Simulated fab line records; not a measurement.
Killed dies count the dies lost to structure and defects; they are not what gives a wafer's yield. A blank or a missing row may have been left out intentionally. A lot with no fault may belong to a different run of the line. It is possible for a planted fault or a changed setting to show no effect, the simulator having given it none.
Split-lot study / flow n5-finfet / 21 wafers read from 7 lots, route of 1938 steps

== THE SPLIT ITSELF ==
At N5_ZERO_LAYER_EXPOSE_08 (exposes mask ZERO, defocus 0 nm, target cd 2000 nm), the setting dose-mj was moved away from the recipe's 16.2 on 9 of the 21 wafers read, by -3.2% to +7.0%. For the rest of the wafers, this setting stayed at what the recipe calls for.

== FROM THE SPLIT TO THE READING: what the file shows between them, 3 steps ==
- N5_ZERO_LAYER_PEB_09
- N5_ZERO_LAYER_DEVELOP_10: develop time 60 s
- N5_ZERO_LAYER_HARDBAKE_23: time 120 s

== THE READING ==
Shown in nm: cd-nm at N5_ZERO_LAYER_CD_MEAS_11, with target cd 2000 nm. Typical for fault-free wafers on this fab line: 2001.1 nm, with standard deviation 1.9 nm.

wafer=L075.4; tool, chamber at the split=krf-scanner-01, 0; dose-mj as run=17.33; against the recipe=+7.0%; cd-nm, nm=2016.5; against lot-mates on the recipe=+13.8
wafer=L075.5; tool, chamber at the split=krf-scanner-01, 0; dose-mj as run=17.33; against the recipe=+7.0%; cd-nm, nm=2014.3; against lot-mates on the recipe=+11.6
wafer=L075.6; tool, chamber at the split=krf-scanner-01, 0; dose-mj as run=16.2; against the recipe=recipe; cd-nm, nm=2002.7; against lot-mates on the recipe=-
wafer=L079.2; tool, chamber at the split=krf-scanner-02, 0; dose-mj as run=17.06; against the recipe=+5.3%; cd-nm, nm=2011.6; against lot-mates on the recipe=+9.0
wafer=L079.3; tool, chamber at the split=krf-scanner-02, 0; dose-mj as run=17.06; against the recipe=+5.3%; cd-nm, nm=2011.0; against lot-mates on the recipe=+8.4
wafer=L079.4; tool, chamber at the split=krf-scanner-02, 0; dose-mj as run=16.2; against the recipe=recipe; cd-nm, nm=2002.6; against lot-mates on the recipe=-
wafer=L082.1; tool, chamber at the split=krf-scanner-02, 0; dose-mj as run=15.68; against the recipe=-3.2%; cd-nm, nm=1997.4; against lot-mates on the recipe=-6.8
wafer=L082.3; tool, chamber at the split=krf-scanner-02, 0; dose-mj as run=16.2; against the recipe=recipe; cd-nm, nm=2004.2; against lot-mates on the recipe=-
wafer=L082.4; tool, chamber at the split=krf-scanner-02, 0; dose-mj as run=15.68; against the recipe=-3.2%; cd-nm, nm=1995.8; against lot-mates on the recipe=-8.4
wafer=L083.3; tool, chamber at the split=krf-scanner-01, 0; dose-mj as run=16.2; against the recipe=recipe; cd-nm, nm=2002.5; against lot-mates on the recipe=-
wafer=L083.5; tool, chamber at the split=krf-scanner-01, 0; dose-mj as run=16.2; against the recipe=recipe; cd-nm, nm=2001.1; against lot-mates on the recipe=-
wafer=L083.6; tool, chamber at the split=krf-scanner-01, 0; dose-mj as run=16.75; against the recipe=+3.4%; cd-nm, nm=2008.2; against lot-mates on the recipe=+6.4
wafer=L086.1; tool, chamber at the split=krf-scanner-01, 0; dose-mj as run=16.2; against the recipe=recipe; cd-nm, nm=2002.2; against lot-mates on the recipe=-
wafer=L086.3; tool, chamber at the split=krf-scanner-01, 0; dose-mj as run=16.2; against the recipe=recipe; cd-nm, nm=2002.1; against lot-mates on the recipe=-
wafer=L086.5; tool, chamber at the split=krf-scanner-01, 0; dose-mj as run=16.2; against the recipe=recipe; cd-nm, nm=2002.0; against lot-mates on the recipe=-
wafer=L092.1; tool, chamber at the split=krf-scanner-02, 0; dose-mj as run=16.2; against the recipe=recipe; cd-nm, nm=2001.4; against lot-mates on the recipe=-
wafer=L092.3; tool, chamber at the split=krf-scanner-02, 0; dose-mj as run=16.2; against the recipe=recipe; cd-nm, nm=1999.3; against lot-mates on the recipe=-
wafer=L092.4; tool, chamber at the split=krf-scanner-02, 0; dose-mj as run=16.2; against the recipe=recipe; cd-nm, nm=1999.5; against lot-mates on the recipe=-
wafer=L094.1; tool, chamber at the split=krf-scanner-01, 0; dose-mj as run=16.76; against the recipe=+3.5%; cd-nm, nm=2004.3; against lot-mates on the recipe=+5.7
wafer=L094.4; tool, chamber at the split=krf-scanner-01, 0; dose-mj as run=16.76; against the recipe=+3.5%; cd-nm, nm=2003.0; against lot-mates on the recipe=+4.4
wafer=L094.6; tool, chamber at the split=krf-scanner-01, 0; dose-mj as run=16.2; against the recipe=recipe; cd-nm, nm=1998.6; against lot-mates on the recipe=-

THE FIT
A straight line over all 21 wafers: cd-nm changes by +1.76 nm for each +1% of dose-mj; r = +0.94; the points scatter about the line by 2 nm.
The same after taking each lot's own level away (the mean of its wafers on the recipe; 21 wafers): +1.84 nm for each +1%; r = +0.99; scatter 0.94 nm.
On that fit, the largest move of dose-mj shifts the reading by 13 nm.
Across the lots, their own levels run from 1998.60 to 2004.20 nm, a range of 2.9 times the standard deviation given above.
Hence the lot-to-lot level has little effect on the slope; both slopes agree.
Check: +12 nm against its lot-mates is what the line predicts for one of the wafers moved furthest among these (+7.0%) when that wafer is left out of the fit. Against them it came out at +13.8 nm.

== THE WHOLE CHAIN: every reading that the file lists as answering this split, in the file's order ==
step=N5_ZERO_LAYER_CD_MEAS_11; what it does=target cd 2000 nm; reading=cd-nm; change (the file's fit)=+1.79 nm for each +1% of the setting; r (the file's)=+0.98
step=N5_ZERO_LAYER_DESCUM_16; what it does=chemistry O2, time 7.9 s; reading=ZERO_LAYER.cd-nm (the simulator's own value, which no gauge read); change (the file's fit)=+1.8 nm for each +1% of the setting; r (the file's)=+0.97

== THE FILE'S OWN FIT ==
cd-nm changes by +1.79 nm for each +1% of dose-mj, r = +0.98.
